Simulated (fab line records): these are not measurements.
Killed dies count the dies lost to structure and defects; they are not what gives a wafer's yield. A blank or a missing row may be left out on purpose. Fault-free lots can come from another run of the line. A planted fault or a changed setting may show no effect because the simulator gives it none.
Matching of chambers | flow nand_harc | ald_hk-02 running NHARC_A_WL_FILL_ALD_10: 4 sister chambers
The step deposits SiO2, target thk 50 nm, pulse time 10 s, ald cycles 500. 8 wafers are shown with their chamber, then 7 later ones without.

WAFERS WITH THEIR CHAMBER
wafer  | chamber | heater_power_w (W) | susceptor_temp_C (C)
L083.3 | 3       | 448                | 300.19
L083.5 | 3       | 429                | 300.16
L086.4 | 1       | 500                | 300.15
L086.5 | 2       | 543                | 299.96
L087.4 | 1       | 497                | 300.13
L087.5 | 0       | 504                | 300.06
L092.1 | 2       | 558                | 299.65
L092.2 | 0       | 507                | 299.68

WAFERS WHOSE CHAMBER IS MISSING
wafer  | heater_power_w (W) | susceptor_temp_C (C)
L092.4 | 506                | 299.96
L091.1 | 502                | 300.35
L091.3 | 499                | 300.16
L091.4 | 432                | 299.57
L096.4 | 560                | 299.87
L096.5 | 502                | 299.98
L096.6 | 438                | 299.92

THE CHAMBER EACH PASSED THROUGH
wafer  | from the rows above     | in truth
L092.4 | can't be placed: 0 or 1 | 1
L091.1 | can't be placed: 1 or 0 | 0
L091.3 | can't be placed: 1 or 0 | 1
L091.4 | 3                       | 3
L096.4 | 2                       | 2
L096.5 | can't be placed: 0 or 1 | 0
L096.6 | 3                       | 3
3 of 7 placed correctly. Can't be placed from these rows: 4 (the true chamber is among the candidates in 4). Number placed wrongly: 0.
How it was worked out, from the rows above alone: a wafer's distance from a chamber is the root of the sum, over the readings, of the square of ((its reading less the chamber's mean) divided by the reading's scatter). The wafer belongs to the nearest chamber; if the next one is less than 2 further off, it can't be placed. Each chamber's mean is taken over the wafers shown for it. How the scatter is found: for the shown wafers, subtract from each reading the mean of its chamber, square and add these, divide the total by (wafers less chambers), then take the root.
